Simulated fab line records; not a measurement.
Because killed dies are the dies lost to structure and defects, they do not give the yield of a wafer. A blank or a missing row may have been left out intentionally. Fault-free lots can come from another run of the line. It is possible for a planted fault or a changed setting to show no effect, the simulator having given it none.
Chamber matching + flow n5 finfet + N5_BEOL_M4_ETCHBACK_99 on rie diel-04: 4 sister chambers
The step etches SiO2 in CHF3, target depth 5 nm, time 10.4 s. 4 wafers are shown with their chamber, then 7 later ones without.

## WAFERS WITH THEIR CHAMBER
| wafer  | chamber | showerhead plenum p Torr (Torr) |
|--------|---------|---------------------------------|
| L078.6 | 3       | 2.12                            |
| L084.2 | 1       | 2.04                            |
| L089.1 | 2       | 2.21                            |
| L089.5 | 0       | 2.31                            |

## WAFERS WHOSE CHAMBER IS MISSING
| wafer  | showerhead plenum p Torr (Torr) |
|--------|---------------------------------|
| L089.6 | 2.11                            |
| L096.1 | 2.11                            |
| L096.4 | 2.02                            |
| L096.5 | 2.11                            |
| L097.1 | 2.20                            |
| L097.5 | 2.31                            |
| L097.6 | 2.11                            |

## CHAMBER TAKEN BY EACH
| wafer  | from the rows above | in truth |
|--------|---------------------|----------|
| L089.6 | 3                   | 3        |
| L096.1 | 3                   | 3        |
| L096.4 | 1                   | 1        |
| L096.5 | 3                   | 3        |
| L097.1 | 2                   | 2        |
| L097.5 | 0                   | 0        |
| L097.6 | 3                   | 3        |
7 of 7 placed correctly. Number that these rows cannot place: 0. 0 placed wrongly.
How it was worked out, from the rows above alone: a wafer's distance from a chamber is the root of the sum, over the readings, of the square of ((its reading less the chamber's mean) divided by the reading's scatter). The wafer belongs to the nearest chamber; if the next one is less than 2 further off, it can't be placed. Each chamber's mean is taken over the wafers shown for it. The scatter: root of mean squared gap, hidden wafer to nearest shown wafer, with one shown wafer a chamber.
